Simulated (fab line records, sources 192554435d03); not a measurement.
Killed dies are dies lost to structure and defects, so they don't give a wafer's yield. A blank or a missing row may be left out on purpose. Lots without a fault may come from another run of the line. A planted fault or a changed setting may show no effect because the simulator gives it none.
Which tool did it? | flow n5_finfet | 11 lots, 33 wafers sampled, at 4 steps of a route of 1938

WHAT THE GAUGES READ, wafer by wafer
N5_BEOL_M5_OVL_MEAS_12.
lot  | measured     | on         | M5_OVL (nm)
L183 | day 8 10:55  | overlay-01 | 0.0 -0.5 -1.3
L185 | day 8 13:54  | overlay-01 | -1.1 0.1 -0.7
L186 | day 9 00:56  | overlay-02 | -0.2 0.4 -0.4
L188 | day 9 13:32  | overlay-01 | 0.1 -0.6 1.1
L194 | day 11 10:43 | overlay-01 | 6.6 7.2 6.0
L195 | day 11 14:15 | overlay-01 | 7.1 7.2 6.9
L196 | day 11 16:45 | overlay-02 | 7.9 6.6 7.6
L200 | day 11 19:20 | overlay-01 | -0.3 0.2 -0.5
L199 | day 12 00:52 | overlay-01 | -0.4 0.1 0.0
L201 | day 12 20:55 | overlay-01 | 0.4 -0.1 -0.3
L206 | day 14 00:55 | overlay-02 | -1.3 -1.5 -1.2

WHICH TOOL RAN EACH LOT (tool, then ch and the chambers of the sampled wafers, then the start)
lot  | N5_BEOL_M4_PRE_CLEAN_60          | N5_BEOL_M5_PECVD_70             | N5_BEOL_M5_EXPOSE_08
L183 | cvd_co-02 ch 0,1,2, day 8 07:40  | pecvd-04 ch 0,1, day 8 09:32    | euv_scanner-02 ch 0, day 8 10:46
L185 | cvd_co-02 ch 0,2, day 8 10:41    | pecvd-04 ch 0,1,2, day 8 12:32  | euv_scanner-02 ch 0, day 8 13:44
L186 | cvd_co-02 ch 0,1,2, day 8 21:34  | pecvd-02 ch 0,1,2, day 8 23:25  | euv_scanner-01 ch 0, day 9 00:46
L188 | cvd_co-01 ch 0,2, day 9 09:36    | pecvd-04 ch 0,2, day 9 11:32    | euv_scanner-01 ch 0, day 9 13:22
L194 | cvd_co-02 ch 0,1,2, day 11 06:35 | pecvd-04 ch 0,1, day 11 08:29   | euv_scanner-01 ch 0, day 11 10:33
L195 | cvd_co-01 ch 0,1,2, day 11 10:46 | pecvd-04 ch 0,1, day 11 13:01   | euv_scanner-01 ch 0, day 11 14:05
L196 | cvd_co-01 ch 0,1,2, day 11 14:16 | pecvd-03 ch 0,1, day 11 16:07   | euv_scanner-01 ch 0, day 11 16:35
L200 | cvd_co-01 ch 0,1,2, day 11 16:23 | pecvd-04 ch 0,1, day 11 18:31   | euv_scanner-02 ch 0, day 11 19:10
L199 | cvd_co-01 ch 0,1,2, day 11 19:19 | pecvd-03 ch 1,2, day 11 21:10   | euv_scanner-02 ch 0, day 12 00:42
L201 | cvd_co-01 ch 0,2, day 12 17:53   | pecvd-04 ch 0,2, day 12 19:44   | euv_scanner-02 ch 0, day 12 20:45
L206 | cvd_co-02 ch 0,1, day 13 21:53   | pecvd-04 ch 0,1,2, day 13 23:45 | euv_scanner-02 ch 0, day 14 00:45
- N5_BEOL_M4_PRE_CLEAN_60: time 15 s.
- N5_BEOL_M5_PECVD_70: deposits SiO2 from TEOS/O2, target thk 16 nm, time 18 s.
- N5_BEOL_M5_EXPOSE_08: exposes mask M5, target cd 28 nm.

WHAT THE TOOLS THEMSELVES READ (means of the sampled wafers that have a number; where no wafer has one, the mark that the record gives instead)
N5_BEOL_M4_PRE_CLEAN_60.
lot  | tool      | heater_power_w (W)
L183 | cvd_co-02 | 82
L185 | cvd_co-02 | 86
L186 | cvd_co-02 | 83
L188 | cvd_co-01 | 85
L194 | cvd_co-02 | 84
L195 | cvd_co-01 | 78
L196 | cvd_co-01 | 78
L200 | cvd_co-01 | 77
L199 | cvd_co-01 | 77
L201 | cvd_co-01 | 84
L206 | cvd_co-02 | 75

N5_BEOL_M5_PECVD_70.
lot  | tool     | heater_power_w (W) | showerhead_plenum_p_Torr (Torr) | throttle_valve_pct (%)
L183 | pecvd-04 | 650                | 8.83                            | 22.4
L185 | pecvd-04 | 647                | 8.77                            | 22.5
L186 | pecvd-02 | 701                | 8.82                            | 22.5
L188 | pecvd-04 | 653                | 8.72                            | 23.0
L194 | pecvd-04 | 592                | 8.82                            | 22.4
L195 | pecvd-04 | 611                | 8.83                            | 22.3
L196 | pecvd-03 | 525                | 8.81                            | 24.0
L200 | pecvd-04 | 638                | 8.76                            | 22.7
L199 | pecvd-03 | 629                | 8.78                            | 22.0
L201 | pecvd-04 | 678                | 8.71                            | 23.2
L206 | pecvd-04 | 613                | 8.76                            | 22.8

N5_BEOL_M5_EXPOSE_08.
lot  | tool           | focus_offset_nm (nm)
L183 | euv_scanner-02 | -1.0
L185 | euv_scanner-02 | 0.0
L186 | euv_scanner-01 | 0.4
L188 | euv_scanner-01 | -0.3
L194 | euv_scanner-01 | 0.2
L195 | euv_scanner-01 | -0.3
L196 | euv_scanner-01 | 0.1
L200 | euv_scanner-02 | -0.2
L199 | euv_scanner-02 | 0.1
L201 | euv_scanner-02 | 0.5
L206 | euv_scanner-02 | 0.9

THE ANSWER, worked out from the rows above alone
Rule: what is usual is taken from the lots themselves. Put in order of their means at a reading, lots are off if they are a third of the lots or fewer, leave a main group of 4 or more, and stand apart from it by a gap of 3 or more times the standard deviation of the main group's means; of several such gaps the widest counts. A main group whose means are all the same, to the digits that the tables above print for the reading, isn't used. A lot without any number at a reading at which 4 lots or more have one is off too. The other lots that the step has rows for count as sound. The gauges are gone through in route order, then the tools' own readings, and for those a lot's mean is taken as printed above. The first step at which some lot is off is used, and at that step the reading that is off furthest; a lot without a number counts as furthest.
Off: L194, L195, L196, at N5_BEOL_M5_OVL_MEAS_12 (M5_OVL). The main group: mean -0.3 nm, standard deviation 0.46.
A tool fits if, at a process step before that reading, it ran every lot that is off, and no sound lot after the first of them. The gauges at N5_BEOL_M5_OVL_MEAS_12 are tried like those tools. One fits: euv_scanner-01 at N5_BEOL_M5_EXPOSE_08. Its last sound lot is L188 (day 9 13:22), its first lot that is off L194 (day 11 10:33): a fault that began between those two fits.

WHAT THE SIMULATOR HAD PUT IN
Scanner matching overlay: euv_scanner-01, from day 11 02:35 on, at N5_BEOL_M5_EXPOSE_08. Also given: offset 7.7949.
Lots struck among those shown: L194, L195, L196. The rule above found the same.
